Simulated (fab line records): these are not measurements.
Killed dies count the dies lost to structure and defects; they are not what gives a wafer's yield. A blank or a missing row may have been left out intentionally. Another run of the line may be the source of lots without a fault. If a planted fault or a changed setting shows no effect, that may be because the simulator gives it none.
Chamber matching -- flow n5 finfet -- 3 sister chambers for N5_BEOL_M7_DEP_56 on pecvd-03
The step deposits SiCN from 3MS/NH3, target thk 10 nm, time 17.5 s. 14 wafers are shown with their chamber, then 7 later ones without.

## EACH WAFER AND ITS CHAMBER
wafer,chamber,showerhead plenum p Torr (Torr),throttle valve pct (%),rf fwd power W (W)
L076.2,0,3.650,9.3,198.2
L076.4,1,3.644,8.7,199.4
L076.5,2,3.663,8.4,200.2
L074.1,0,3.632,8.8,198.3
L074.2,1,3.638,9.1,200.1
L074.3,2,3.672,8.1,201.0
L078.2,1,3.648,9.0,199.6
L078.4,2,3.688,8.3,199.3
L078.6,1,3.642,8.9,199.4
L082.1,2,3.674,8.4,200.5
L082.5,1,3.641,8.7,199.7
L082.6,0,3.640,9.1,198.3
L085.4,1,3.641,8.9,200.5
L085.5,2,3.680,8.3,199.3

SIGNATURES (means of the wafers above)
reading,chamber 0,chamber 1,chamber 2,scatter within a chamber
showerhead plenum p Torr,3.64067,3.64233,3.67540,0.00718
throttle valve pct,9.067,8.883,8.300,0.169
rf fwd power W,198.267,199.783,200.060,0.54
Rule: for a wafer and a chamber, the distance is found by dividing, reading by reading, the gap between the wafer's reading and the chamber's mean by the reading's scatter, squaring, summing and taking the root. The wafer belongs to the nearest chamber; if the next one is less than 2 further off, it can't be placed. How the scatter is found: for the shown wafers, subtract from each reading the mean of its chamber, square and add these, divide the total by (wafers less chambers), then take the root.

## WAFERS WITH NO CHAMBER GIVEN
wafer,showerhead plenum p Torr (Torr),throttle valve pct (%),rf fwd power W (W)
L085.6,3.640,9.0,198.4
L095.2,3.686,8.4,199.8
L095.5,3.643,9.4,198.0
L095.6,3.684,8.4,200.0
L096.2,3.676,8.4,199.2
L096.3,3.669,8.3,200.2
L096.5,3.673,8.3,200.1

## THE CHAMBER EACH PASSED THROUGH
wafer,from the rows above,in truth
L085.6,0,0
L095.2,2,2
L095.5,0,0
L095.6,2,2
L096.2,2,2
L096.3,2,2
L096.5,2,2
Correct placement for 7 of the 7. Left unplaced by these rows: 0. Wrongly placed: 0.
